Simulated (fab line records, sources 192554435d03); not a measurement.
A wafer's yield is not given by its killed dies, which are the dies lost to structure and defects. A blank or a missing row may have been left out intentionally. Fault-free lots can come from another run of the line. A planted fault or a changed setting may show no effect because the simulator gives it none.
Which tool was responsible? | flow n5-finfet | 10 lots, 29 wafers sampled, at 3 steps of a route of 1938

WHAT EACH GAUGE READ, for each wafer
N5_BEOL_M4_RC_MEAS_101. Usual: DIBL_N 36.2 mV/V, standard deviation 1.7; DIBL_P 36.6 mV/V, standard deviation 1.9; IOFF_N 0.16 nA/um, standard deviation 0.032; IOFF_P 0.21 nA/um, standard deviation 0.037; ION_N 675 uA/um, standard deviation 12; ION_P 460 uA/um, standard deviation 8.1; RS_NWELL 1039 ohm/sq, standard deviation 6.4; SS_N 71.4 mV/dec, standard deviation 0.58; SS_P 73.4 mV/dec, standard deviation 0.64; VT_N 249 mV, standard deviation 3.2; VT_P -252 mV, standard deviation 3.4.
lot  | measured     | on        | DIBL_N (mV/V)  | DIBL_P (mV/V)  | IOFF_N (nA/um) | IOFF_P (nA/um) | ION_N (uA/um) | ION_P (uA/um) | RS_NWELL (ohm/sq) | SS_N (mV/dec)  | SS_P (mV/dec)  | VT_N (mV)   | VT_P (mV)      | flag
L519 | day 7 22:44  | prober-02 | 39.2 36.3      | 38.4 35.2      | 0.20 0.15      | 0.22 0.18      | 673 674       | 452 459       | 1031 1033         | 72.1 70.1      | 73.8 73.3      | 246 248     | -252 -252      |
L520 | day 8 01:22  | prober-02 | 36.7 36.4 33.9 | 37.2 37.7 34.4 | 0.17 0.16 0.13 | 0.23 0.23 0.18 | 665 687 668   | 465 468 465   | 1034 1039 1030    | 71.8 72.2 71.1 | 73.2 73.8 72.9 | 250 250 252 | -248 -247 -250 |
L522 | day 8 15:17  | prober-02 | 38.1 34.9 36.7 | 38.5 35.8 37.3 | 0.19 0.14 0.17 | 0.23 0.19 0.21 | 682 657 676   | 462 450 462   | 1042 1053 1038    | 72.5 71.9 71.4 | 73.5 72.8 73.5 | 248 253 250 | -250 -253 -253 |
L524 | day 9 02:31  | prober-02 | 37.4 34.8 35.5 | 38.4 34.5 35.5 | 0.18 0.13 0.15 | 0.23 0.16 0.18 | 679 674 671   | 467 461 458   | 1033 1044 1031    | 71.6 70.8 70.8 | 74.6 73.0 73.6 | 249 251 251 | -246 -251 -253 |
L527 | day 9 11:06  | prober-01 | 39.4 39.1 38.0 | 39.6 39.7 38.2 | 0.27 0.25 0.23 | 0.30 0.30 0.27 | 700 697 697   | 471 473 471   | 1037 1051 1040    | 72.8 71.7 71.8 | 74.4 74.9 73.8 | 242 241 242 | -245 -244 -250 |
L528 | day 9 16:11  | prober-02 | 35.6 33.9 34.7 | 36.2 33.8 35.1 | 0.16 0.12 0.14 | 0.19 0.15 0.17 | 684 671 676   | 463 455 463   | 1025 1033 1034    | 71.6 71.2 71.1 | 73.1 73.2 73.2 | 248 253 249 | -250 -254 -253 |
L531 | day 11 02:02 | prober-02 | 34.1 35.5 35.3 | 33.4 35.1 35.6 | 0.13 0.15 0.15 | 0.16 0.18 0.18 | 667 677 671   | 456 463 461   | 1023 1039 1029    | 70.7 71.3 71.5 | 72.5 73.8 73.5 | 249 253 252 | -254 -253 -254 |
L538 | day 12 18:07 | prober-02 | 36.1 34.3 35.9 | 38.3 35.7 37.9 | 0.17 0.14 0.17 | 0.23 0.19 0.22 | 681 670 683   | 468 466 465   | 1971 1962 1960    | 71.4 70.0 70.7 | 73.1 73.2 73.0 | 244 251 248 | -250 -252 -250 | OFF
L539 | day 12 22:44 | prober-02 | 36.8 36.7 37.9 | 36.0 35.8 37.3 | 0.13 0.15 0.15 | 0.19 0.18 0.20 | 656 683 671   | 448 457 461   | 1942 1949 1954    | 71.4 71.7 71.1 | 72.4 72.7 73.7 | 253 252 250 | -255 -256 -252 | OFF
L540 | day 13 02:18 | prober-02 | 36.0 37.7 37.8 | 35.2 37.2 37.0 | 0.16 0.18 0.19 | 0.22 0.24 0.25 | 677 697 692   | 469 471 472   | 1947 1931 1941    | 70.8 71.9 71.6 | 73.1 73.8 73.7 | 249 247 248 | -249 -246 -247 | OFF

EACH LOT AND THE TOOL THAT RAN IT (in order: tool; ch and the chambers of the sampled wafers; start)
lot  | N5_WELL_APT_IMPLANT_14         | N5_BEOL_M4_ANNEAL_93
L519 | implanter-02 ch 0, day 1 13:53 | pvd-sputter-03, day 7 21:11
L520 | implanter-01 ch 0, day 1 20:38 | pvd-sputter-03, day 7 23:54
L522 | implanter-01 ch 0, day 2 07:50 | pvd-sputter-02, day 8 13:33
L524 | implanter-02 ch 0, day 2 20:07 | pvd-sputter-01, day 9 00:41
L527 | implanter-01 ch 0, day 3 13:52 | pvd-sputter-01, day 9 09:35
L528 | implanter-02 ch 0, day 3 20:05 | pvd-sputter-03, day 9 14:41
L531 | implanter-02 ch 0, day 4 14:04 | pvd-sputter-01, day 11 00:20
L538 | implanter-01 ch 0, day 6 12:44 | pvd-sputter-02, day 12 16:21
L539 | implanter-01 ch 0, day 6 14:17 | pvd-sputter-02, day 12 21:16
L540 | implanter-01 ch 0, day 6 20:19 | pvd-sputter-02, day 13 00:49
- N5_WELL_APT_IMPLANT_14
- N5_BEOL_M4_ANNEAL_93: time 240 s.

WHAT THE TOOLS THEMSELVES READ (means of the sampled wafers that have a number; where no wafer has one, the mark that the record gives instead)
N5_WELL_APT_IMPLANT_14. Usual: beam-energy-keV 160.01, standard deviation 0.046; end-station-pressure-torr 5.18e-06 Torr, standard deviation 2.5e-07.
lot  | tool         | beam-energy-keV | end-station-pressure-torr (Torr) | flag
L519 | implanter-02 | 160.00          | 5.28e-06                         |
L520 | implanter-01 | 159.99          | 5.39e-06                         |
L522 | implanter-01 | 160.01          | 5.24e-06                         |
L524 | implanter-02 | 160.03          | 5.19e-06                         |
L527 | implanter-01 | 159.91          | 4.99e-06                         |
L528 | implanter-02 | 160.06          | 5.15e-06                         |
L531 | implanter-02 | 160.02          | 5.04e-06                         |
L538 | implanter-01 | 159.98          | 5.22e-06                         |
L539 | implanter-01 | 160.01          | 4.95e-06                         |
L540 | implanter-01 | 160.04          | 5.29e-06                         |

N5_BEOL_M4_ANNEAL_93. Usual: heater-power-w 817 W, standard deviation 66; susceptor-temp-C 399.98 C, standard deviation 0.23.
lot  | tool           | heater-power-w (W) | susceptor-temp-C (C) | flag
L519 | pvd-sputter-03 | 808                | 400.08               |
L520 | pvd-sputter-03 | 786                | 399.80               |
L522 | pvd-sputter-02 | 892                | 399.90               |
L524 | pvd-sputter-01 | 852                | 399.82               |
L527 | pvd-sputter-01 | 843                | 400.08               |
L528 | pvd-sputter-03 | 783                | 399.64               |
L531 | pvd-sputter-01 | 794                | 399.97               |
L538 | pvd-sputter-02 | 860                | 399.86               |
L539 | pvd-sputter-02 | 857                | 400.07               |
L540 | pvd-sputter-02 | 836                | 399.97               |

THE ANSWER, worked out from the rows above alone
Rule: a lot is off if the mean of its wafers that have a number lies more than 3 standard deviations from the usual mean. A lot without any number at a reading at which 4 lots or more have one is off too. All remaining lots with rows at the step are treated as sound. First the gauges in route order, then the tools' own readings, where a lot's mean is used as printed above. At the first step where some lot is off, the reading lying furthest off is the one used; lots without a number count as furthest.
Off: L538, L539, L540, at N5_BEOL_M4_RC_MEAS_101 (RS_NWELL).
If a tool, at a process step before that reading, ran all the lots that are off and no sound lot after the first of them, it fits. Gauges at N5_BEOL_M4_RC_MEAS_101: tried the same way as those tools. Can't be told from this: 3 tools fit, implanter-01 at N5_WELL_APT_IMPLANT_14, pvd-sputter-02 at N5_BEOL_M4_ANNEAL_93, prober-02 at N5_BEOL_M4_RC_MEAS_101.

WHAT HAD BEEN PUT IN BY THE SIMULATOR
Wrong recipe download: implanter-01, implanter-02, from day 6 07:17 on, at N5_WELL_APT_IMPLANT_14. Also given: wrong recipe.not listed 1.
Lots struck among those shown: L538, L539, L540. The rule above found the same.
